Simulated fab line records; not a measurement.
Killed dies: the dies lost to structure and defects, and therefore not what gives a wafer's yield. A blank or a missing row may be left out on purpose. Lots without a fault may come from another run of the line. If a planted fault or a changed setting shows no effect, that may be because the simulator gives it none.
fab line records | flow n5_finfet
[record] lots = 15 | wafers = 45 | last_day = 20
route steps=1938 shown BEOL_M2@919 BEOL_M3@933
lots with no fault: from the same line, run without faults
start_h: the number of hours between the record's first day and the start of the first shown wafer of the lot | wait_h: time in hours since the lot's previous step | " repeats the value in the row above | L1.1+2: a single row standing in for several wafers | - no value present, or no start provided | * or withheld: withheld | < > ~ a bound
route shown NAME@n: names a module that has steps shown in the file, with the first one's number in the route | usual: mean and standard deviation over wafers with no fault | same: alike in all rows | chamber/n: place in a boat | sites: the reading at each site | _std_site: the standard deviation of these | _edge_site: the outer-site mean with the inner-site mean subtracted | radius_mm: how far each site lies from the wafer's centre | mask NAME#n: copy n | behind: the last tool/chamber to shape the wafer | hold: reason for holding the lot/hours on hold/outcome of the hold | device: whichever transistor did not switch (one of n, p or np) | end of line: the route-end tests of the same wafers | a step given without rows: its recipe and nothing more | killed: dies lost to structure and defects at the first sort, not the wafer's yield | map: a wafer's dies, x killed, . not, _ none there
set.NAME: the setting that was run; set.NAME@STEP: the one run at that earlier step | model.NAME: the simulator's own value behind a step, which no gauge read
one table for each step of the route and one row for each wafer, over a sample of lots
services: from which hour (start_h, from the record's first day; less than 0 if before it) a tool's chamber was out of use, for how many hours, and why
[[steps]]
[step N5_BEOL_M2_ANNEAL_95]
[recipe] temp_c = 400 | time_s = 240 | ambient = vacuum
[usual] heater_power_w = 844/93
lot.wafer | tool           | chamber | start_h | wait_h | heater_power_w
L617.2    | pvd_sputter-03 | -       | 140.83  | 0.0    | 788
L617.5    | "              | -       | "       | "      | 822
L617.6    | "              | -       | "       | "      | 700
L618.2    | pvd_sputter-02 | -       | 152.03  | 0.0    | 942
L618.3    | "              | -       | "       | "      | 886
L618.4    | "              | -       | "       | "      | 796
L619.1    | pvd_sputter-02 | -       | 173.54  | 0.0    | 946
L619.2    | "              | -       | "       | "      | 946
L619.4    | "              | -       | "       | "      | 964
L622.3    | pvd_sputter-02 | -       | 218.40  | 0.0    | 887
L622.5    | "              | -       | "       | "      | 807
L622.6    | "              | -       | "       | "      | 898
L625.1    | pvd_sputter-02 | -       | 231.29  | 0.0    | 904
L625.3    | "              | -       | "       | "      | 944
L625.4    | "              | -       | "       | "      | 811
L626.1    | pvd_sputter-02 | -       | 242.70  | 0.0    | 884
L626.4    | "              | -       | "       | "      | 803
L626.6    | "              | -       | "       | "      | 933
L627.1    | pvd_sputter-03 | -       | 244.09  | 0.0    | 746
L627.2    | "              | -       | "       | "      | 721
L627.4    | "              | -       | "       | "      | 712
L628.2    | pvd_sputter-03 | -       | 258.44  | 0.0    | 821
L628.3    | "              | -       | "       | "      | 723
L628.6    | "              | -       | "       | "      | 719
L629.1    | pvd_sputter-01 | -       | 258.61  | 0.0    | 878
L629.4    | "              | -       | "       | "      | 887
L629.6    | "              | -       | "       | "      | 1017
L633.1    | pvd_sputter-02 | -       | 290.67  | 0.0    | 965
L633.4    | "              | -       | "       | "      | 879
L633.5    | "              | -       | "       | "      | 905
L635.1    | pvd_sputter-01 | -       | 294.10  | 0.0    | 890
L635.2    | "              | -       | "       | "      | 880
L635.5    | "              | -       | "       | "      | 882
L634.1    | pvd_sputter-03 | -       | 294.23  | 0.0    | 717
L634.4    | "              | -       | "       | "      | 832
L634.6    | "              | -       | "       | "      | 837
L638.1    | pvd_sputter-02 | -       | 326.15  | 0.0    | 889
L638.2    | "              | -       | "       | "      | 936
L638.4    | "              | -       | "       | "      | 962
L637.1    | pvd_sputter-02 | -       | 329.33  | 0.0    | 953
L637.4    | "              | -       | "       | "      | 876
L637.5    | "              | -       | "       | "      | 941
L640.4    | pvd_sputter-03 | -       | 329.61  | 0.0    | 728
L640.5    | "              | -       | "       | "      | 762
L640.6    | "              | -       | "       | "      | 838
[step N5_BEOL_M3_PECVD_72]
[recipe] material = SiO2 | target_thk_a = 160 | temp_c = 400 | precursor = TEOS/O2 | pressure_torr = 5.5 | rf_w = 450 | teos_flow_sccm = 53.8 | gas = O2 | flow_sccm = 3000 | time_s = 18
[usual] heater_power_w = 701/87 | showerhead_plenum_p_Torr = 8.84/0.095 | throttle_valve_pct = 22.4/1.4
lot.wafer | tool     | chamber | start_h | wait_h | heater_power_w | showerhead_plenum_p_Torr | throttle_valve_pct
L617.2    | pecvd-02 | 2       | 143.23  | 0.0    | 710            | 8.73                     | 20.8
L617.5    | "        | 2       | "       | "      | 723            | 8.74                     | 20.9
L617.6    | "        | 0       | "       | "      | 538            | 8.94                     | 21.9
L618.2    | pecvd-02 | 0       | 153.41  | 0.0    | 512            | 8.93                     | 21.7
L618.3    | "        | 0       | "       | "      | 508            | 8.94                     | 22.1
L618.4    | "        | 2       | "       | "      | 629            | 8.73                     | 20.7
L619.1    | pecvd-02 | 2       | 174.90  | 0.0    | 734            | 8.73                     | 21.1
L619.2    | "        | 0       | "       | "      | 602            | 8.93                     | 21.9
L619.4    | "        | 2       | "       | "      | 723            | 8.73                     | 21.1
L622.3    | pecvd-02 | 2       | 219.75  | 0.0    | 671            | 8.74                     | 20.9
L622.5    | "        | 0       | "       | "      | 596            | 8.92                     | 21.8
L622.6    | "        | 1       | "       | "      | 576            | 8.82                     | 22.3
L625.1    | pecvd-04 | 0       | 232.67  | 0.0    | 683            | 8.98                     | 22.8
L625.3    | "        | 1       | "       | "      | 781            | 8.82                     | 24.7
L625.4    | "        | 1       | "       | "      | 767            | 8.84                     | 25.0
L626.1    | pecvd-04 | 2       | 244.06  | 0.0    | 773            | 8.86                     | 21.3
L626.4    | "        | 2       | "       | "      | 803            | 8.88                     | 21.3
L626.6    | "        | 0       | "       | "      | 608            | 8.96                     | 22.9
L627.1    | pecvd-04 | 2       | 245.45  | 0.0    | 782            | 8.84                     | 21.0
L627.2    | "        | 1       | "       | "      | 662            | 8.83                     | 24.9
L627.4    | "        | 2       | "       | "      | 789            | 8.85                     | 21.3
L628.2    | pecvd-04 | 2       | 259.82  | 0.0    | 671            | 8.85                     | 21.3
L628.3    | "        | 0       | "       | "      | 666            | 8.97                     | 22.6
L628.6    | "        | 2       | "       | "      | 672            | 8.86                     | 21.4
L629.1    | pecvd-03 | 0       | 259.97  | 0.0    | 783            | 8.79                     | 23.0
L629.4    | "        | 1       | "       | "      | 845            | 8.72                     | 23.3
L629.6    | "        | 2       | "       | "      | 745            | 8.73                     | 20.2
L633.1    | pecvd-04 | 1       | 293.08  | 0.0    | 779            | 8.81                     | 24.8
L633.4    | "        | 1       | "       | "      | 755            | 8.82                     | 24.7
L633.5    | "        | 2       | "       | "      | 798            | 8.85                     | 21.4
L635.1    | pecvd-04 | 0       | 295.85  | 0.0    | 662            | 9.00                     | 22.8
L635.2    | "        | 1       | "       | "      | 681            | 8.81                     | 24.9
L635.5    | "        | 2       | "       | "      | 781            | 8.87                     | 21.3
L634.1    | pecvd-04 | 1       | 295.97  | 0.0    | 772            | 8.83                     | 24.7
L634.4    | "        | 2       | "       | "      | 733            | 8.87                     | 21.6
L634.6    | "        | 1       | "       | "      | 761            | 8.83                     | 24.7
L638.1    | pecvd-02 | 1       | 327.51  | 0.0    | 631            | 8.77                     | 22.4
L638.2    | "        | 2       | "       | "      | 747            | 8.76                     | 20.9
L638.4    | "        | 0       | "       | "      | 519            | 8.95                     | 22.1
L637.1    | pecvd-03 | 0       | 330.68  | 0.0    | 754            | 8.82                     | 23.0
L637.4    | "        | 2       | "       | "      | 700            | 8.70                     | 20.5
L637.5    | "        | 0       | "       | "      | 750            | 8.81                     | 22.9
L640.4    | pecvd-04 | 2       | 331.16  | 0.1    | 770            | 8.87                     | 21.7
L640.5    | "        | 0       | "       | "      | 686            | 9.00                     | 22.9
L640.6    | "        | 1       | "       | "      | 664            | 8.83                     | 24.7
[step N5_BEOL_M3_PEB_09]
[recipe] peb_temp_c = 100 | peb_time_s = 60 | resist = CAR-EUV
[usual] chill_plate_temp_C = 23.00/0.11 | exhaust_pa = 45.3/0.71 | peb_time_s = 60/0
lot.wafer | tool           | chamber | start_h | wait_h | chill_plate_temp_C | exhaust_pa | peb_time_s
L617.2    | litho_track-05 | 0       | 144.43  | 0.0    | 22.83              | 45.1       | 60
L617.5    | "              | 0       | "       | "      | 22.80              | 44.9       | 60
L617.6    | "              | 0       | "       | "      | 22.88              | 45.3       | 60
L618.2    | litho_track-02 | 0       | 166.85  | 0.1    | 22.84              | 46.3       | 60
L618.3    | "              | 0       | "       | "      | 23.04              | 46.4       | 60
L618.4    | "              | 0       | "       | "      | 22.98              | 45.6       | 60
L619.1    | litho_track-02 | 0       | 211.13  | 0.1    | 23.22              | 45.2       | 60
L619.2    | "              | 0       | "       | "      | 23.19              | 44.5       | 60
L619.4    | "              | 0       | "       | "      | 23.04              | 45.0       | 60
L622.3    | litho_track-03 | 0       | 222.16  | 0.0    | 22.91              | 45.7       | 60
L622.5    | "              | 0       | "       | "      | 22.90              | 44.9       | 60
L622.6    | "              | 0       | "       | "      | 22.90              | 44.8       | 60
L625.1    | litho_track-05 | 0       | 233.05  | 0.1    | 22.96              | 46.1       | 60
L625.3    | "              | 0       | "       | "      | 23.10              | 45.3       | 60
L625.4    | "              | 0       | "       | "      | 23.07              | 46.2       | 60
L626.1    | litho_track-03 | 0       | 244.99  | 0.1    | 23.09              | 46.0       | 60
L626.4    | "              | 0       | "       | "      | 23.04              | 44.6       | 60
L626.6    | "              | 0       | "       | "      | 22.76              | 45.7       | 60
L627.1    | litho_track-03 | -       | 247.20  | 0.1    | -                  | -          | -
L627.2    | "              | -       | "       | "      | -                  | -          | -
L627.4    | "              | -       | "       | "      | -                  | -          | -
L628.2    | litho_track-02 | -       | 261.42  | 0.0    | -                  | -          | -
L628.3    | "              | -       | "       | "      | -                  | -          | -
L628.6    | "              | -       | "       | "      | -                  | -          | -
L629.1    | litho_track-03 | -       | 261.50  | 0.1    | -                  | -          | -
L629.4    | "              | -       | "       | "      | -                  | -          | -
L629.6    | "              | -       | "       | "      | -                  | -          | -
L633.1    | litho_track-03 | 0       | 294.78  | 0.1    | 23.17              | 44.3       | 60
L633.4    | "              | 0       | "       | "      | 23.21              | 45.4       | 60
L633.5    | "              | 0       | "       | "      | 23.19              | 45.1       | 60
L635.1    | litho_track-03 | 0       | 297.34  | 0.1    | 23.05              | 45.0       | 60
L635.2    | "              | 0       | "       | "      | 22.99              | 44.9       | 60
L635.5    | "              | 0       | "       | "      | 22.95              | 45.9       | 60
L634.1    | litho_track-05 | 0       | 297.38  | 0.1    | 22.90              | 44.7       | 60
L634.4    | "              | 0       | "       | "      | 22.98              | 45.7       | 60
L634.6    | "              | 0       | "       | "      | 23.11              | 46.1       | 60
L638.1    | litho_track-03 | 0       | 327.89  | 0.1    | 22.95              | 45.6       | 60
L638.2    | "              | 0       | "       | "      | 22.84              | 45.0       | 60
L638.4    | "              | 0       | "       | "      | 22.99              | 45.5       | 60
L637.1    | litho_track-02 | 0       | 331.18  | 0.1    | 23.08              | 44.3       | 60
L637.4    | "              | 0       | "       | "      | 23.12              | 45.4       | 60
L637.5    | "              | 0       | "       | "      | 23.21              | 43.6       | 60
L640.4    | litho_track-03 | 0       | 332.21  | 0.0    | 23.14              | 44.9       | 60
L640.5    | "              | 0       | "       | "      | 23.08              | 45.6       | 60
L640.6    | "              | 0       | "       | "      | 23.02              | 46.5       | 60
[step N5_BEOL_M3_OVL_MEAS_12]
[recipe] points_per_wafer = 522
[usual] M3_OVL = -0.1/0.61
lot.wafer | tool       | chamber | start_h | wait_h | M3_OVL[nm]
L617.2    | overlay-01 | 0       | 144.53  | 0.0    | -0.8
L617.5    | "          | 0       | "       | "      | -0.2
L617.6    | "          | 0       | "       | "      | 0.0
L618.2    | overlay-01 | 0       | 166.95  | 0.0    | 0.1
L618.3    | "          | 0       | "       | "      | -0.3
L618.4    | "          | 0       | "       | "      | -1.0
L619.1    | overlay-01 | 0       | 211.23  | 0.0    | 0.4
L619.2    | "          | 0       | "       | "      | 0.0
L619.4    | "          | 0       | "       | "      | -0.4
L622.3    | overlay-01 | 0       | 222.27  | 0.0    | -0.4
L622.5    | "          | 0       | "       | "      | -0.7
L622.6    | "          | 0       | "       | "      | -0.5
L625.1    | overlay-01 | 0       | 233.15  | 0.0    | -1.0
L625.3    | "          | 0       | "       | "      | -0.1
L625.4    | "          | 0       | "       | "      | 0.1
L626.1    | overlay-01 | 0       | 245.09  | 0.0    | -1.4
L626.4    | "          | 0       | "       | "      | -0.9
L626.6    | "          | 0       | "       | "      | -0.7
L627.1    | overlay-01 | 0       | 247.30  | 0.0    | -
L627.2    | "          | 0       | "       | "      | -
L627.4    | "          | 0       | "       | "      | -
L628.2    | overlay-02 | 0       | 261.52  | 0.0    | -
L628.3    | "          | 0       | "       | "      | -
L628.6    | "          | 0       | "       | "      | -
L629.1    | overlay-02 | 0       | 261.60  | 0.0    | -
L629.4    | "          | 0       | "       | "      | -
L629.6    | "          | 0       | "       | "      | -
L633.1    | overlay-02 | 0       | 294.87  | 0.0    | -0.5
L633.4    | "          | 0       | "       | "      | -0.1
L633.5    | "          | 0       | "       | "      | -0.9
L635.1    | overlay-01 | 0       | 297.43  | 0.0    | 1.0
L635.2    | "          | 0       | "       | "      | -0.5
L635.5    | "          | 0       | "       | "      | -0.3
L634.1    | overlay-02 | 0       | 297.48  | 0.0    | -0.3
L634.4    | "          | 0       | "       | "      | -0.2
L634.6    | "          | 0       | "       | "      | -0.7
L638.1    | overlay-01 | 0       | 327.99  | 0.0    | 0.4
L638.2    | "          | 0       | "       | "      | 0.3
L638.4    | "          | 0       | "       | "      | 1.1
L637.1    | overlay-02 | 0       | 331.28  | 0.0    | -0.7
L637.4    | "          | 0       | "       | "      | 0.3
L637.5    | "          | 0       | "       | "      | -0.9
L640.4    | overlay-01 | 0       | 332.32  | 0.0    | 0.5
L640.5    | "          | 0       | "       | "      | -1.2
L640.6    | "          | 0       | "       | "      | 0.4
[[services]]
tool           | chamber | start_h | hours | kind
pvd_sputter-01 | -       | 127.38  | 0.8   | repair
pecvd-02       | 1       | 133.62  | 50.0  | repair
pecvd-04       | 0       | 137.29  | 5.8   | repair
pecvd-04       | 1       | 139.55  | 5.5   | scheduled_down
pecvd-03       | 1       | 146.92  | 6.6   | repair
pecvd-04       | 2       | 151.83  | 10.6  | repair
pecvd-02       | 0       | 169.29  | 4.4   | repair
pecvd-02       | 2       | 179.60  | 2.1   | scheduled_down
pvd_sputter-03 | -       | 188.94  | 5.9   | repair
pecvd-03       | 2       | 202.38  | -     | clean
pecvd-03       | 2       | 202.38  | -     | consumable_replace:showerhead
pecvd-03       | 2       | 202.38  | 29.0  | scheduled_down
pecvd-03       | 2       | 202.38  | 29.0  | vent_cycle
pvd_sputter-02 | -       | 202.44  | 2.8   | repair
pvd_sputter-03 | -       | 211.08  | 3.7   | repair
pecvd-04       | 1       | 220.45  | 2.1   | scheduled_down
pecvd-02       | 2       | 221.88  | 5.5   | scheduled_down
pecvd-02       | -       | 223.04  | 0.3   | repair
pecvd-02       | -       | 261.64  | 0.5   | repair
pecvd-02       | -       | 267.16  | 1.1   | repair
pecvd-04       | -       | 310.65  | 2.8   | pm
[[key]]
[first_sign] step = N5_BEOL_M3_PEB_09 | reading = tool_record | direction = missing
effect none on later readings
met_at N5_BEOL_M3_PEB_09
struck_lots L627,L628,L629
later_rows_left_out L627.1,L627.2,L627.4,L628.2,L628.3,L628.6,L629.1,L629.4,L629.6
sort_left_out L627.1,L627.2,L627.4,L628.2,L628.3,L628.6,L629.1,L629.4,L629.6
not_acting_at N5_BEOL_M2_ANNEAL_95,N5_BEOL_M3_PECVD_72,N5_BEOL_M3_OVL_MEAS_12
onset_between 244.99 247.20
[fault] kind = skipped_step_whole | tool = litho_track-02,litho_track-03 | chamber = - | onset_h = 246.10 | steps = N5_BEOL_M3_PEB_09 | scope = struck_lots_only
// sort_left_out: the simulated sort isn't trusted on such a fault, so these wafers' sort isn't shown, and their yield isn't known
// later_rows_left_out: the simulator's readings of these wafers behind a module that went badly wrong aren't trusted and aren't shown, but for the sort
